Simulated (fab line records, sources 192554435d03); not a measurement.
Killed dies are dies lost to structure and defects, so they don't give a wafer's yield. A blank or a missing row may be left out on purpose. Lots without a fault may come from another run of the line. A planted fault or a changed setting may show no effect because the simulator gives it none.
fab line records | flow n5_finfet
record lots=5 wafers=15 last_day=16
route steps=1938 shown BEOL_M11@1587 BEOL_M12@1602
lots that met no fault: from a run of the same line without faults
start_h: hours from the record's first day to the start of the lot's first wafer shown | wait_h: hours since the lot's step before | " the same as in the row above | L1.1+2: a row that stands for several wafers | - no value, or no start given | * or withheld: withheld | < > ~ a bound
route shown NAME@n: a module of which the file shows steps, and the number in the route of the first | usual: mean/standard deviation of fault-free wafers | same: alike in all rows | chamber/n: place in a boat | sites: the reading at each site | _std_site: their standard deviation | _edge_site: outer sites' mean less inner sites' | radius_mm: how far each site lies from the wafer's centre | mask NAME#n: copy n | behind: the tool/chamber that last shaped the wafer | hold: why the lot was held/for how many hours/how that ended | device: the transistor (n, p or np) that didn't switch | end of line: the same wafers' tests at the end of the route | a step without rows: its recipe alone | killed: dies lost to structure and defects at the first sort, not the wafer's yield | map: a wafer's dies, x killed, . not, _ none there
set.NAME: the setting as run; set.NAME@STEP: as run at that earlier step | model.NAME: the simulator's own value behind a step, which no gauge read
lots at some steps of the route; a table a step, a row a wafer
services: from which hour (start_h, from the record's first day; less than 0 if before it) a tool's chamber was out of use, for how many hours, and why
## steps
# step N5_BEOL_M11_CURE_72
# recipe temp_c=370 time_s=120 ambient=DMADMS/He material=SiCOH_lowk
# usual lamp_power_pct=52.31/0.052 wafer_temp_C_max=371.8/0.45
# same time_s=120
# columns lot.wafer tool chamber start_h wait_h lamp_power_pct wafer_temp_C_max
L075.1 uv_cure-03 1 237.81 0.2 52.21 371.1
L075.3 " 1 " " 52.38 371.2
L075.4 " 1 " " 52.38 371.8
L076.1 uv_cure-03 1 238.59 0.1 52.25 371.3
L076.2 " 1 " " 52.28 371.0
L076.5 " 1 " " 52.38 372.5
L087.2 uv_cure-03 1 312.38 0.1 52.26 371.3
L087.3 " 1 " " 52.24 371.3
L087.4 " 1 " " 52.20 371.6
L090.1 uv_cure-01 2 336.20 0.0 52.31 371.8
L090.4 " 2 " " 52.31 372.3
L090.6 " 2 " " 52.18 371.9
L094.1 uv_cure-02 2 338.11 0.0 52.26 371.4
L094.4 " 2 " " 52.30 371.3
L094.6 " 2 " " 52.28 371.6
# step N5_BEOL_M11_DEGAS_44
# recipe ambient=vacuum temp_c=250 time_s=60
# usual heater_power_w=327/33
# same time_s=60
# columns lot.wafer tool chamber start_h wait_h heater_power_w
L075.1 pvd_sputter-02 - 238.18 0.3 309
L075.3 " - " " 365
L075.4 " - " " 344
L076.1 pvd_sputter-03 - 239.02 0.4 341
L076.2 " - " " 266
L076.5 " - " " 332
L087.2 pvd_sputter-01 - 313.51 1.1 337
L087.3 " - " " 271
L087.4 " - " " 340
L090.1 pvd_sputter-01 - 337.06 0.8 340
L090.4 " - " " 363
L090.6 " - " " 351
L094.1 pvd_sputter-01 - 338.50 0.3 327
L094.4 " - " " 272
L094.6 " - " " 353
# step N5_BEOL_M11_PRE_CLEAN_45
# recipe gas=H2/He time_s=30 temp_c=250
# usual heater_power_w=325/32
# same time_s=30
# columns lot.wafer tool chamber start_h wait_h heater_power_w
L075.1 pvd_sputter-02 - 238.22 0.0 314
L075.3 " - " " 357
L075.4 " - " " 338
L076.1 pvd_sputter-03 - 239.06 0.0 340
L076.2 " - " " 262
L076.5 " - " " 323
L087.2 pvd_sputter-01 - 313.55 0.0 330
L087.3 " - " " 266
L087.4 " - " " 342
L090.1 pvd_sputter-01 - 337.10 0.0 338
L090.4 " - " " 346
L090.6 " - " " 350
L094.1 pvd_sputter-01 - 338.54 0.0 330
L094.4 " - " " 267
L094.6 " - " " 346
# step N5_BEOL_M11_ALD_74
# recipe material=TaN target_thk_a=20 temp_c=275 ald_precursor_family=PDMAT ald_co_reactant=NH3 pressure_torr=3 carrier_flow_sccm=1500 pulse_time_s=2 purge_time_s=3 co_reactant_purge_time_s=2 co_reactant_pulse_time_s=3 ald_cycles=40 precursor_vessel_temp_c=75 precursor_vessel_pressure_torr=26.25 precursor_vessel_carrier_sccm=1000
# usual heater_power_w=428/44
# columns lot.wafer tool chamber start_h wait_h heater_power_w
L075.1 ald_metal-01 0 238.28 0.0 495
L075.3 " 3 " " 435
L075.4 " 2 " " 472
L076.1 ald_metal-02 2 239.12 0.0 438
L076.2 " 3 " " 415
L076.5 " 2 " " 427
L087.2 ald_metal-03 3 313.61 0.0 423
L087.3 " 0 " " 457
L087.4 " 2 " " 406
L090.1 ald_metal-03 2 337.16 0.0 418
L090.4 " 0 " " 462
L090.6 " 3 " " 438
L094.1 ald_metal-03 3 338.97 0.4 428
L094.4 " 1 " " 363
L094.6 " 3 " " 449
# step N5_BEOL_M11_SURFACE_TREAT_76
# recipe gas=Ar time_s=* ion_energy_ev=* ion_current_ma_cm2=0.5 pressure_mtorr=* ar_flow_sccm=30
# usual throttle_valve_pct=*
# same time_s=*
# columns lot.wafer tool chamber start_h wait_h throttle_valve_pct
L075.1 pvd_sputter-03 - 238.62 0.2 *
L075.3 " - " " *
L075.4 " - " " *
L076.1 pvd_sputter-02 - 240.22 1.0 *
L076.2 " - " " *
L076.5 " - " " *
L087.2 pvd_sputter-01 - 313.93 0.2 *
L087.3 " - " " *
L087.4 " - " " *
L090.1 pvd_sputter-01 - 337.50 0.2 *
L090.4 " - " " *
L090.6 " - " " *
L094.1 pvd_sputter-01 - 339.33 0.2 *
L094.4 " - " " *
L094.6 " - " " *
# step N5_BEOL_M11_CVD_75
# recipe material=Co target_thk_a=20 temp_c=withheld precursor=CCTBA/H2 pressure_torr=30 time_s=138.9
# same time_s=138.9
# columns lot.wafer tool chamber start_h wait_h
L075.1+3+4 cvd_co-02 1,2,0 238.68 0.0
L076.1+2+5 cvd_co-01 1,0,0 240.51 0.3
L087.2+3+4 cvd_co-01 0,1,0 314.09 0.1
L090.1+4+6 cvd_co-01 2 337.92 0.4
L094.1+4+6 cvd_co-02 2,0,2 339.43 0.1
# step N5_BEOL_M11_SPUTTER_48
# recipe material=Cu target_thk_a=120 temp_c=-20 bias_v=60 power_w=26000 chamber_pressure_pa=0.13 time_s=2
# usual throttle_valve_pct=29.6/0.87
# same time_s=2
# columns lot.wafer tool chamber start_h wait_h throttle_valve_pct
L075.1 pvd_sputter-01 - 238.81 0.1 29.4
L075.3 " - " " 29.8
L075.4 " - " " 29.6
L076.1 pvd_sputter-01 - 240.81 0.3 29.1
L076.2 " - " " 29.6
L076.5 " - " " 29.7
L087.2 pvd_sputter-01 - 314.23 0.1 27.5
L087.3 " - " " 29.6
L087.4 " - " " 29.9
L090.1 pvd_sputter-02 - 338.12 0.2 30.7
L090.4 " - " " 30.9
L090.6 " - " " 30.4
L094.1 pvd_sputter-02 - 341.03 1.6 29.2
L094.4 " - " " 29.4
L094.6 " - " " 30.6
# step N5_BEOL_M11_ECD_50
# recipe material=Cu target_thk_a=3180
# columns lot.wafer tool chamber start_h wait_h
L075.1+3+4 ecd_cu-02 1,1,0 238.92 0.1
L076.1+2+5 ecd_cu-01 1,0,1 240.92 0.1
L087.2+3+4 ecd_cu-02 1,1,0 314.35 0.1
L090.1+4+6 ecd_cu-02 1,0,1 338.24 0.1
L094.1+4+6 ecd_cu-02 1,0,0 341.15 0.1
# step N5_BEOL_M11_ANNEAL_51
# recipe temp_c=225 time_s=90 ambient=N2
# usual wafer_temp_C_max=225.9/0.4
# same time_s=90
# columns lot.wafer tool chamber start_h wait_h wafer_temp_C_max
L075.1 rtp_anneal-02 0 239.37 0.4 225.6
L075.3 " 0 " " 225.9
L075.4 " 0 " " 225.6
L076.1 rtp_anneal-02 0 241.21 0.3 225.4
L076.2 " 0 " " 225.6
L076.5 " 0 " " 225.7
L087.2 rtp_anneal-01 0 314.50 0.1 226.8
L087.3 " 0 " " 226.3
L087.4 " 0 " " 226.4
L090.1 rtp_anneal-02 0 338.84 0.6 225.6
L090.4 " 0 " " 225.8
L090.6 " 0 " " 225.4
L094.1 rtp_anneal-02 0 341.26 0.1 225.7
L094.4 " 0 " " 225.6
L094.6 " 0 " " 225.8
# step N5_BEOL_M11_CMP_52
# recipe stop_on=SiCOH_lowk t_overpolish_s=7 down_force_psi=1 platen_rpm=50 clearing_platen_down_force_psi=1.5 clearing_platen_rpm=50 post_cmp_clean=cu_alkaline target_thk_nm=140 clearing_platen_pad_velocity_m_s=0.99484 pad_velocity_m_s=0.99484
# usual barrier_field_endpoint_s=29.0/0.96 motor_current_A=6.1/0.63 overpolish_run_s=7.000/0.0096 pad_life_wafers=870/650 time_to_endpoint_s=67/4.1
# columns lot.wafer tool chamber start_h wait_h barrier_field_endpoint_s motor_current_A overpolish_run_s pad_life_wafers time_to_endpoint_s
L075.3 cmp-04 0 239.68 0.2 31.1 5.8 6.995 1668 74
L075.1 " 1 " " 29.6 6.2 6.990 1669 73
L075.4 " 3 " " 28.1 7.4 7.012 1671 64
L076.2 cmp-03 2 241.56 0.3 28.0 6.2 7.015 1008 64
L076.1 " 3 " " 29.4 5.7 7.002 1009 70
L076.5 " 3 " " 31.0 5.5 7.009 - 72
L087.4 cmp-03 0 314.79 0.2 27.9 7.1 6.998 1699 61
L087.3 " 1 " " 28.4 5.8 7.016 1700 62
L087.2 " 2 " " 28.3 6.0 6.981 1701 65
L090.4 cmp-02 0 339.17 0.2 30.0 6.2 7.006 829 69
L090.1 " 2 " " 28.6 5.5 6.992 831 61
L090.6 " 3 " " 27.8 6.1 6.997 - 67
L094.4 cmp-04 0 341.55 0.1 30.5 6.0 6.991 210 74
L094.1 " 2 " " 29.5 5.0 7.011 212 71
L094.6 " 0 " " 30.6 6.0 7.000 - 74
# step N5_BEOL_M11_THK_MEAS_53
# recipe thk_meas_gauge=xrf reads=Cu_of_BEOL_M11_ECD_50
# usual M11_THK=141/5
# columns lot.wafer tool chamber start_h wait_h M11_THK[nm]
L075.1 film_metro-02 - 239.98 - 143
L075.3 " - " " 137
L075.4 " - " " 136
L076.1 film_metro-02 - 241.86 - 152
L076.2 " - " " 140
L076.5 " - " " 138
L087.2 film_metro-01 - 315.05 - 145
L087.3 " - " " 137
L087.4 " - " " 146
L090.1 film_metro-02 - 339.43 - 142
L090.4 " - " " 136
L090.6 " - " " 137
L094.1 film_metro-01 - 341.85 - 147
L094.4 " - " " 136
L094.6 " - " " 145
# step N5_BEOL_M11_PRE_CLEAN_55
# recipe gas=NH3 time_s=15 temp_c=withheld rf_power_w=300
# same time_s=15
# columns lot.wafer tool chamber start_h wait_h
L075.1+3+4 pecvd-02 1,2,0 240.01 0.0
L076.1+2+5 pecvd-02 2,0,1 241.89 0.0
L087.2+3+4 pecvd-04 2,0,2 315.08 0.0
L090.1+4+6 pecvd-03 1,1,0 339.47 0.0
L094.1+4+6 pecvd-02 2,0,1 341.88 0.0
# step N5_BEOL_M11_DEP_56
# recipe material=SiCN target_thk_a=300 temp_c=withheld precursor=3MS/NH3 pressure_torr=3 rf_w=675 time_s=10.5
# usual showerhead_plenum_p_Torr=4.169/0.023 throttle_valve_pct=18.2/1.2
# same time_s=10.5
# columns lot.wafer tool chamber start_h wait_h showerhead_plenum_p_Torr throttle_valve_pct
L075.1 pecvd-02 1 240.04 0.0 4.150 19.0
L075.3 " 2 " " 4.199 17.8
L075.4 " 0 " " 4.190 17.2
L076.1 pecvd-02 2 241.92 0.0 4.197 17.7
L076.2 " 0 " " 4.186 16.9
L076.5 " 1 " " 4.155 18.7
L087.2 pecvd-04 2 315.11 0.0 4.150 20.3
L087.3 " 0 " " 4.137 18.1
L087.4 " 2 " " 4.145 20.1
L090.1 pecvd-03 1 339.49 0.0 4.160 18.4
L090.4 " 1 " " 4.169 18.6
L090.6 " 0 " " 4.191 18.7
L094.1 pecvd-02 2 341.91 0.0 4.195 17.8
L094.4 " 0 " " 4.202 17.3
L094.6 " 1 " " 4.157 18.9
# step N5_BEOL_M11_RS_MEAS_57
# recipe thk_meas_gauge=four-point-probe reads=Cu_of_BEOL_M11_ECD_50+Co_of_BEOL_M11_CVD_75+TaN_of_BEOL_M11_ALD_74
# usual M11_RS=0.153/0.0059
# columns lot.wafer tool chamber start_h wait_h M11_RS[ohm/sq]
L075.1 film_metro-02 - 240.10 0.0 0.150
L075.3 " - " " 0.158
L075.4 " - " " 0.158
L076.1 film_metro-02 - 241.98 0.0 0.142
L076.2 " - " " 0.155
L076.5 " - " " 0.157
L087.2 film_metro-01 - 315.17 0.0 0.149
L087.3 " - " " 0.160
L087.4 " - " " 0.149
L090.1 film_metro-01 - 339.56 0.0 0.152
L090.4 " - " " 0.158
L090.6 " - " " 0.158
L094.1 film_metro-01 - 341.97 0.0 0.145
L094.4 " - " " 0.159
L094.6 " - " " 0.148
# step N5_BEOL_M11_INSPECT_58
# recipe inspect_instrument=darkfield mode=post_dep
# usual raw_defect_count=71/25
# columns lot.wafer tool chamber start_h wait_h raw_defect_count
L075.1 defect_inspect-02 - 240.13 0.0 86
L075.3 " - " " 72
L075.4 " - " " 85
L076.1 defect_inspect-02 - 242.01 0.0 67
L076.2 " - " " 81
L076.5 " - " " 65
L087.2 defect_inspect-02 - 315.20 0.0 70
L087.3 " - " " 95
L087.4 " - " " 104
L090.1 defect_inspect-02 - 339.58 0.0 102
L090.4 " - " " 76
L090.6 " - " " 107
L094.1 defect_inspect-02 - 342.00 0.0 80
L094.4 " - " " 131
L094.6 " - " " 91
# step N5_BEOL_M12_ILD_DEP_00
# recipe material=SiOC target_thk_a=6589.2 temp_c=350 precursor=DEMS/O2 pressure_torr=5 rf_w=500 time_s=130.7
# usual heater_power_w=480/79 showerhead_plenum_p_Torr=5.696/0.015 throttle_valve_pct=12.0/0.66
# same time_s=130.7
# columns lot.wafer tool chamber start_h wait_h heater_power_w showerhead_plenum_p_Torr throttle_valve_pct
L075.1 pecvd-04 0 240.16 0.0 728 5.675 11.9
L075.3 " 2 " " 535 5.695 12.9
L075.4 " 1 " " 432 5.656 12.4
L076.1 pecvd-03 1 242.04 0.0 423 5.726 12.4
L076.2 " 0 " " 447 5.699 12.3
L076.5 " 0 " " 354 5.702 12.2
L087.2 pecvd-04 0 315.24 0.0 730 5.687 12.0
L087.3 " 2 " " 463 5.693 13.4
L087.4 " 0 " " 585 5.689 12.0
L090.1 pecvd-03 2 339.62 0.0 493 5.700 10.6
L090.4 " 1 " " 496 5.695 12.5
L090.6 " 2 " " 527 5.707 10.4
L094.1 pecvd-01 0 342.04 0.0 476 5.698 11.7
L094.4 " 0 " " 485 5.700 12.1
L094.6 " 2 " " 425 5.713 11.6
# step N5_BEOL_M12_THK_MEAS_01
# recipe reads=SiOC_of_BEOL_M12_ILD_DEP_00
# usual M12_ILD_THK=657/10
# columns lot.wafer tool chamber start_h wait_h M12_ILD_THK[nm]
L075.1 film_metro-01 - 240.30 0.1 640
L075.3 " - " " 645
L075.4 " - " " 655
L076.1 film_metro-02 - 242.22 0.1 653
L076.2 " - " " 660
L076.5 " - " " 669
L087.2 film_metro-02 - 315.37 0.1 653
L087.3 " - " " 640
L087.4 " - " " 658
L090.1 film_metro-01 - 339.75 0.1 654
L090.4 " - " " 657
L090.6 " - " " 667
L094.1 film_metro-01 - 342.17 0.1 656
L094.4 " - " " 670
L094.6 " - " " 678
# step N5_BEOL_M12_COAT_58
# recipe resist=BARC temp_c=205 time_s=60 spin_rpm=1500 resist_thk_nm=89
# usual exhaust_pa=45.0/1.1
# same time_s=60
# columns lot.wafer tool chamber start_h wait_h exhaust_pa
L075.1 litho_track-01 0 240.33 0.0 43.6
L075.3 " 0 " " 43.3
L075.4 " 0 " " 44.5
L076.1 litho_track-01 0 242.26 0.0 42.4
L076.2 " 0 " " 42.6
L076.5 " 0 " " 43.6
L087.2 litho_track-02 0 315.40 0.0 44.5
L087.3 " 0 " " 43.7
L087.4 " 0 " " 44.5
L090.1 litho_track-02 0 339.78 0.0 47.2
L090.4 " 0 " " 46.6
L090.6 " 0 " " 46.1
L094.1 litho_track-02 0 342.20 0.0 44.1
L094.4 " 0 " " 45.1
L094.6 " 0 " " 44.4
# step N5_BEOL_M12_COAT_04
# recipe spin_rpm=1625 resist_thk_nm=400
# usual exhaust_pa=44.9/0.84
# columns lot.wafer tool chamber start_h wait_h exhaust_pa
L075.1 litho_track-01 0 - - 44.6
L075.3 " 0 " " 44.7
L075.4 " 0 " " 44.3
L076.1 litho_track-01 0 - - 44.6
L076.2 " 0 " " 45.4
L076.5 " 0 " " 44.7
L087.2 litho_track-02 0 - - 44.5
L087.3 " 0 " " 45.6
L087.4 " 0 " " 44.3
L090.1 litho_track-02 0 - - 44.9
L090.4 " 0 " " 45.0
L090.6 " 0 " " 45.4
L094.1 litho_track-02 0 - - 46.4
L094.4 " 0 " " 45.8
L094.6 " 0 " " 45.3
# step N5_BEOL_M12_EBR_06
# recipe solvent=PGMEA ebr_width_mm=1.5
# usual exhaust_pa=45.0/0.99
# columns lot.wafer tool chamber start_h wait_h exhaust_pa
L075.1 litho_track-01 0 - - 44.9
L075.3 " 0 " " 45.9
L075.4 " 0 " " 45.7
L076.1 litho_track-01 0 - - 44.4
L076.2 " 0 " " 42.6
L076.5 " 0 " " 46.2
L087.2 litho_track-02 0 - - 45.7
L087.3 " 0 " " 45.9
L087.4 " 0 " " 45.3
L090.1 litho_track-02 0 - - 45.7
L090.4 " 0 " " 46.1
L090.6 " 0 " " 45.0
L094.1 litho_track-02 0 - - 44.5
L094.4 " 0 " " 44.1
L094.6 " 0 " " 44.1
# step N5_BEOL_M12_SOFTBAKE_05
# recipe temp_c=130 time_s=60
# usual exhaust_pa=45.0/0.85
# same time_s=60
# columns lot.wafer tool chamber start_h wait_h exhaust_pa
L075.1 litho_track-01 0 - - 46.0
L075.3 " 0 " " 43.8
L075.4 " 0 " " 45.3
L076.1 litho_track-01 0 - - 45.4
L076.2 " 0 " " 44.4
L076.5 " 0 " " 44.7
L087.2 litho_track-02 0 - - 43.2
L087.3 " 0 " " 45.2
L087.4 " 0 " " 43.7
L090.1 litho_track-02 0 - - 45.7
L090.4 " 0 " " 45.3
L090.6 " 0 " " 45.5
L094.1 litho_track-02 0 - - 43.6
L094.4 " 0 " " 44.9
L094.6 " 0 " " 45.4
# step N5_BEOL_M12_EXPOSE_07
# recipe mask_id=V11 na=0.93 source_shape=conventional sigma_outer=0.6 polarization=unpolarized attpsm_phase_deg=180 dose_mj=32.5
# columns lot.wafer tool chamber start_h wait_h mask
L075.1+3+4 krf_scanner-01 0 240.55 - V11#0
L076.1+2+5 krf_scanner-01 0 242.35 - V11#0
L087.2+3+4 krf_scanner-01 0 315.50 - V11#0
L090.1+4+6 krf_scanner-01 0 340.01 - V11#0
L094.1+4+6 krf_scanner-02 0 342.42 - V11#0
# step N5_BEOL_M12_PEB_08
# recipe peb_temp_c=130 peb_time_s=90
# usual exhaust_pa=45.0/0.98
# columns lot.wafer tool chamber start_h wait_h exhaust_pa
L075.1 litho_track-01 0 240.61 0.1 45.6
L075.3 " 0 " " 45.3
L075.4 " 0 " " 44.8
L076.1 litho_track-02 0 242.41 0.1 47.1
L076.2 " 0 " " 45.3
L076.5 " 0 " " 46.0
L087.2 litho_track-02 0 315.55 0.0 45.8
L087.3 " 0 " " 44.4
L087.4 " 0 " " 45.8
L090.1 litho_track-05 0 340.06 0.1 45.9
L090.4 " 0 " " 45.3
L090.6 " 0 " " 44.9
L094.1 litho_track-05 0 342.48 0.1 44.9
L094.4 " 0 " " 45.3
L094.6 " 0 " " 45.3
# step N5_BEOL_M12_DEVELOP_09
# recipe develop_time_s=45 rinse_liquid=diw dry=air_spin dev_temp_c=21
# usual exhaust_pa=45.1/0.86
# columns lot.wafer tool chamber start_h wait_h exhaust_pa
L075.1 litho_track-01 0 - - 44.5
L075.3 " 0 " " 43.9
L075.4 " 0 " " 42.3
L076.1 litho_track-02 0 - - 45.4
L076.2 " 0 " " 44.6
L076.5 " 0 " " 46.4
L087.2 litho_track-02 0 - - 45.7
L087.3 " 0 " " 45.4
L087.4 " 0 " " 45.4
L090.1 litho_track-05 0 - - 46.3
L090.4 " 0 " " 44.6
L090.6 " 0 " " 43.5
L094.1 litho_track-05 0 - - 44.6
L094.4 " 0 " " 44.2
L094.6 " 0 " " 44.9
# step N5_BEOL_M12_HARDBAKE_14
# recipe temp_c=130 time_s=120
# usual exhaust_pa=45.0/0.82
# same time_s=120
# columns lot.wafer tool chamber start_h wait_h exhaust_pa
L075.1 litho_track-01 0 - - 44.5
L075.3 " 0 " " 45.7
L075.4 " 0 " " 45.1
L076.1 litho_track-02 0 - - 46.2
L076.2 " 0 " " 45.2
L076.5 " 0 " " 46.1
L087.2 litho_track-02 0 - - 45.0
L087.3 " 0 " " 44.8
L087.4 " 0 " " 45.4
L090.1 litho_track-05 0 - - 45.4
L090.4 " 0 " " 44.6
L090.6 " 0 " " 45.2
L094.1 litho_track-05 0 - - 46.0
L094.4 " 0 " " 46.5
L094.6 " 0 " " 45.3
# step N5_BEOL_M12_CD_MEAS_10
# recipe target_cd_nm=140 landing_energy_ev=500 detector=se_inlens polarity=opening
# usual cd_nm=139.1/2.4
# columns lot.wafer tool chamber start_h wait_h cd_nm
L075.1 cd_sem-02 0 240.72 - 139.0
L075.3 " 0 " " 137.0
L075.4 " 0 " " 138.1
L076.1 cd_sem-02 0 242.53 - 142.2
L076.2 " 0 " " 140.7
L076.5 " 0 " " 141.8
L087.2 cd_sem-03 0 315.67 - 141.1
L087.3 " 0 " " 140.3
L087.4 " 0 " " 136.9
L090.1 cd_sem-01 0 340.18 - 140.2
L090.4 " 0 " " 138.6
L090.6 " 0 " " 141.7
L094.1 cd_sem-02 0 342.59 - 142.5
L094.4 " 0 " " 142.5
L094.6 " 0 " " 138.7
# step N5_BEOL_M12_OVL_MEAS_11
# recipe points_per_wafer=44
# usual V11_OVL=5/5
# columns lot.wafer tool chamber start_h wait_h V11_OVL[nm]
L075.1 overlay-01 0 240.75 0.0 0
L075.3 " 0 " " 1
L075.4 " 0 " " 4
L076.1 overlay-02 0 242.56 0.0 -5
L076.2 " 0 " " -1
L076.5 " 0 " " -8
L087.2 overlay-02 0 315.70 0.0 9
L087.3 " 0 " " 13
L087.4 " 0 " " 5
L090.1 overlay-01 0 340.21 0.0 7
L090.4 " 0 " " 7
L090.6 " 0 " " 7
L094.1 overlay-01 0 342.63 0.0 -3
L094.4 " 0 " " 3
L094.6 " 0 " " 7
# step N5_BEOL_M12_INSPECT_12
# recipe mode=adi inspect_instrument=macro
# usual raw_defect_count=2.1/1.4
# columns lot.wafer tool chamber start_h wait_h raw_defect_count
L075.1 defect_inspect-02 - 240.78 0.0 3
L075.3 " - " " 1
L075.4 " - " " 1
L076.1 defect_inspect-02 - 242.58 0.0 3
L076.2 " - " " 3
L076.5 " - " " 0
L087.2 defect_inspect-01 - 315.72 0.0 4
L087.3 " - " " 3
L087.4 " - " " 1
L090.1 defect_inspect-01 - 340.23 0.0 3
L090.4 " - " " 1
L090.6 " - " " 5
L094.1 defect_inspect-02 - 342.65 0.0 2
L094.4 " - " " 2
L094.6 " - " " 3
# step N5_BEOL_M12_DESCUM_15
# recipe chemistry=O2 time_s=7.9 source_power_w=50 bias_power_w=20 pressure_mtorr=20 rf_frequency_hz=2.712e+07 temp_c=40 o2_flow_sccm=225
# usual drypump_motor_current_A=5.4/0.53 o2_flow_sccm=225.1/0.62 oes_product_au=0.83/0.082 rf_vpp_V=242.9/1.1 showerhead_plenum_p_Torr=2.08/0.049 temp_c=40.02/0.1 throttle_valve_pct=20.48/0.18
# same time_s=7.9
# columns lot.wafer tool chamber start_h wait_h drypump_motor_current_A o2_flow_sccm oes_product_au rf_hours_counter_h rf_vpp_V showerhead_plenum_p_Torr temp_c throttle_valve_pct
L075.1 rie_diel-05 3 240.81 0.0 6.1 225.6 0.68 223 242.0 2.08 40.13 20.73
L075.3 " 2 " " 4.8 225.3 0.72 183 239.0 2.01 39.99 20.70
L075.4 " 0 " " 5.9 225.7 0.85 68 240.8 2.01 39.96 20.39
L076.1 rie_diel-06 3 242.74 0.2 4.8 226.0 0.67 228 244.7 2.17 39.92 20.85
L076.2 " 0 " " 5.2 226.0 0.86 53 244.0 2.12 39.94 20.08
L076.5 " 3 " " 4.8 225.7 0.67 - 243.7 2.17 39.94 20.85
L087.2 rie_diel-03 2 315.76 0.0 5.8 225.7 0.82 94 243.3 2.13 40.20 20.48
L087.3 " 1 " " 5.9 225.4 0.85 63 243.3 2.04 40.18 20.47
L087.4 " 0 " " 6.3 225.8 0.88 52 242.2 2.03 39.96 20.48
L090.1 rie_diel-05 2 340.27 0.0 4.8 224.6 0.70 220 240.1 2.00 40.01 20.75
L090.4 " 2 " " 4.8 225.2 0.70 - 241.7 2.00 40.08 20.74
L090.6 " 3 " " 6.1 224.6 0.99 - 243.4 2.07 39.96 20.42
L094.1 rie_diel-06 2 342.68 0.0 4.7 223.5 0.85 55 241.0 2.06 40.02 20.62
L094.4 " 3 " " 4.8 224.8 0.95 8 243.4 2.16 39.94 20.45
L094.6 " 0 " " 5.2 225.3 0.81 - 243.9 2.10 39.97 20.15
# step N5_BEOL_M12_ETCH_59
# recipe chemistry=N2/H2 target=BARC target_depth_a=890 overetch_a=267 time_s=67.9 ion_energy_ev=200 pressure_mtorr=30 source_w=840 bias_w=150 n2_flow_sccm=200 h2_flow_sccm=200
# usual bias_w=150.0/0.44 drypump_motor_current_A=5.4/0.52 oes_product_au=0.71/0.068 rf_vpp_V=523.1/1.7 showerhead_plenum_p_Torr=2.51/0.07 throttle_valve_pct=17.86/0.16
# same time_s=67.9
# columns lot.wafer tool chamber start_h wait_h bias_w drypump_motor_current_A oes_product_au rf_hours_counter_h rf_vpp_V showerhead_plenum_p_Torr throttle_valve_pct
L075.1 rie_diel-05 3 240.85 0.0 149.5 6.1 0.59 223 523.9 2.52 18.24
L075.3 " 2 " " 150.6 4.9 0.61 183 521.7 2.41 17.98
L075.4 " 0 " " 150.3 5.9 0.72 68 522.7 2.45 17.75
L076.1 rie_diel-06 3 242.78 0.0 149.6 4.8 0.59 228 526.4 2.62 18.12
L076.2 " 0 " " 149.0 5.2 0.73 53 525.0 2.60 17.69
L076.5 " 3 " " 150.3 4.8 0.58 - 526.8 2.62 18.11
L087.2 rie_diel-03 2 315.79 0.0 150.1 5.8 0.71 94 525.1 2.59 18.05
L087.3 " 1 " " 149.6 5.9 0.72 63 521.8 2.46 17.78
L087.4 " 0 " " 149.5 6.3 0.75 52 520.5 2.49 17.98
L090.1 rie_diel-05 2 340.30 0.0 150.0 4.8 0.60 220 520.6 2.39 18.04
L090.4 " 2 " " 150.2 4.9 0.59 - 521.9 2.39 18.04
L090.6 " 3 " " 150.2 6.1 0.85 - 522.4 2.51 17.87
L094.1 rie_diel-06 2 342.72 0.0 149.7 4.7 0.72 55 523.3 2.46 17.78
L094.4 " 3 " " 149.6 4.8 0.81 8 525.2 2.60 17.69
L094.6 " 0 " " 150.4 5.3 0.69 - 524.6 2.58 17.77
# step N5_BEOL_M12_VIA_ETCH_16
# recipe chemistry=C4F8/O2/Ar target=SiOC pressure_mtorr=30 source_w=3000 bias_w=700 Ar_flow_sccm=400 C4F8_flow_sccm=15 O2_flow_sccm=8 he_inner_torr=15 he_outer_torr=30 target_depth_a=7248 time_s=withheld ion_energy_ev=250 ends=cleared
# usual bias_w=700.3/2.2 drypump_motor_current_A=5.4/0.53 oes_product_au=0.75/0.074 rf_vpp_V=664.7/2.3 showerhead_plenum_p_Torr=3.39/0.082 throttle_valve_pct=24.23/0.19
# columns lot.wafer tool chamber start_h wait_h bias_w drypump_motor_current_A oes_product_au rf_vpp_V showerhead_plenum_p_Torr throttle_valve_pct
L075.1 rie_diel-05 3 240.90 0.0 700.7 6.1 0.63 664.5 3.37 24.38
L075.3 " 2 " " 703.8 4.8 0.66 661.8 3.27 24.30
L075.4 " 0 " " 704.0 5.9 0.75 662.5 3.34 24.39
L076.1 rie_diel-06 3 242.83 0.0 696.3 4.9 0.60 669.3 3.55 24.68
L076.2 " 0 " " 700.5 5.3 0.78 668.2 3.50 24.06
L076.5 " 3 " " 701.3 4.8 0.61 668.2 3.55 24.67
L087.2 rie_diel-03 2 315.84 0.0 702.3 5.8 0.74 666.6 3.45 24.08
L087.3 " 1 " " 702.3 5.9 0.77 662.8 3.30 24.04
L087.4 " 0 " " 701.1 6.3 0.79 663.0 3.37 24.51
L090.1 rie_diel-05 2 340.35 0.0 699.4 4.8 0.62 660.9 3.25 24.37
L090.4 " 2 " " 699.6 4.8 0.62 659.9 3.25 24.36
L090.6 " 3 " " 700.9 6.1 0.89 663.6 3.36 24.11
L094.1 rie_diel-06 2 342.77 0.0 701.8 4.7 0.77 661.3 3.31 24.14
L094.4 " 3 " " 703.9 4.8 0.85 669.0 3.54 24.34
L094.6 " 0 " " 701.0 5.3 0.73 665.1 3.48 24.12
## services
# columns tool chamber start_h hours kind
rie_diel-03 0 218.61 7.7 repair
cmp-03 - 220.80 0.6 repair
rie_diel-06 - 223.44 14.6 pm
krf_scanner-01 - 227.53 2.7 repair
rie_diel-05 - 229.22 0.1 repair
cmp-04 - 256.08 18.7 pm
cvd_co-02 - 261.61 0.6 repair
pecvd-02 2 262.76 15.1 repair
krf_scanner-01 - 266.22 1.3 pm
pecvd-02 - 268.90 14.6 pm
cmp-04 - 275.43 4.6 pm
cvd_co-01 - 289.01 1.2 repair
pecvd-04 1 292.16 6.6 repair
uv_cure-03 - 297.84 2.1 pm
cvd_co-01 - 298.06 0.6 repair
pecvd-03 - 300.66 0.8 pm
pvd_sputter-02 - 303.66 4.3 repair
pecvd-04 - 320.93 1.3 repair
krf_scanner-01 - 324.94 4.0 pm
krf_scanner-01 - 329.20 1.0 pm
cvd_co-01 1 332.49 23.0 repair
pvd_sputter-03 - 332.51 3.0 repair
pecvd-02 1 333.32 4.9 repair
uv_cure-03 - 338.75 5.6 repair
## key
fault none
